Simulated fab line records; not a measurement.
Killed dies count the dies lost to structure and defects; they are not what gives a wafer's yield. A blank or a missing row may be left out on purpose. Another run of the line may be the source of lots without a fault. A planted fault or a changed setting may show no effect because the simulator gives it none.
A struck lot beside a sound one :: flow nand-harc :: 13 steps out of a route of 1302
Sound: wafers L315.3, L315.4, L315.5. Struck: wafer L317.2. (L317.1, L317.3 of the same lot were not struck and are left out.) The cause comes at the end.
Each step with rows lists, per side, the tool, then ch with its chambers, then its first start. Under that, the readings that differ: sound wafers :: struck wafers :: difference of the means :: sigmas: that difference in standard deviations of wafers without a fault.
alike: readings whose means differ by less than 2 such deviations, and words and numbers that are the same on both sides. not compared: withheld readings, readings that some wafer has no value for, bounds like >300 that may hide the same value, and numbers for which the record gives no deviation and whose values overlap.
A row with sigmas, a row that says differs or no value, or rows on one side alone: a step with any of these is where the two part. Non-overlapping numbers with no deviation appear without sigmas and do not part them. A reading missing from all wafers of one side parts the sides only when that side holds two or more wafers.

NHARC_A_SOURCE_PLATE_THK_MEAS_06: measures by ellipsometry.
  sound: film-metro-01 at day 9 16:05; struck: film-metro-02 at day 10 16:22
  alike: thk-nm
NHARC_A_SOURCE_PLATE_INSPECT_08:
  sound: defect-inspect-01 at day 9 16:10; struck: defect-inspect-01 at day 10 16:26
  alike: raw-defect-count
next comes 1 step that has no rows for these wafers: NHARC_A_ONON_D1_DEP_00 (target thickness 1000 nm).
NHARC_A_ONON_D1_THK_MEAS_02: measures by ellipsometry.
  sound: film-metro-01 at day 9 16:44; struck: film-metro-01 at day 10 17:01
  alike: thk-nm
next comes 1 step that has no rows for these wafers: NHARC_A_ONON_D1_DEP_03 (target thickness 1000 nm).
NHARC_A_ONON_D1_THK_MEAS_05: measures by ellipsometry.
  sound: film-metro-01 at day 9 17:18; struck: film-metro-01 at day 10 17:34
  alike: thk-nm
next comes 1 step that has no rows for these wafers: NHARC_A_ONON_D1_DEP_06 (target thickness 1000 nm).
NHARC_A_ONON_D1_THK_MEAS_08: measures by ellipsometry.
  sound: film-metro-01 at day 9 17:52; struck: film-metro-02 at day 10 18:08
  alike: thk-nm
next comes 1 step that has no rows for these wafers: NHARC_A_ONON_D1_DEP_09 (target thickness 1000 nm).
NHARC_A_ONON_D1_THK_MEAS_11: measures by ellipsometry.
  sound: film-metro-02 at day 9 18:26; struck: film-metro-02 at day 10 18:43
  alike: thk-nm
NHARC_A_ONON_D1_DEP_12: target thk 1000 nm.
  sound on pecvd-onon-02 ch 0, day 9 18:36; struck on pecvd-onon-02 ch 0, day 10 18:46
NHARC_A_ONON_D1_THK_MEAS_14: measures by ellipsometry.
  sound: film-metro-01 at day 9 18:59; struck: film-metro-02 at day 10 19:26
reading: thk-nm (nm)
sound: 1005 1004 1005
struck: 880
difference: -125
sigmas: -13
  not compared: hold
-- the record jumps here: 16 days lie between the struck wafers' starts before and after (it left off in module A_ONON_D1 and takes up again in module END, whose first step shown is number 1302 of the route) --
NHARC_END_SORT_01:
  sound on prober-02 ch 0, day 26 07:14; struck on prober-01 ch 0, day 27 01:07
reading: hold
sound: - - -
struck: await-dispo/2.6h/release
difference: no value on the sound wafers
sigmas: 

reading: killed-at-array
sound: 54 51 59
struck: 671
difference: +616
sigmas: +32

reading: killed-dies
sound: 58 54 68
struck: 677
difference: +617
sigmas: +32

reading: killed-open
sound: 0 2 5
struck: 6
difference: +4
sigmas: +2
  alike: killed-at-other, killed-at-periphery, killed-short

== WHERE THEY PART ==
At NHARC_A_ONON_D1_THK_MEAS_14 first; at NHARC_END_SORT_01 last (within this record only).

WHY: whatever the simulator had introduced
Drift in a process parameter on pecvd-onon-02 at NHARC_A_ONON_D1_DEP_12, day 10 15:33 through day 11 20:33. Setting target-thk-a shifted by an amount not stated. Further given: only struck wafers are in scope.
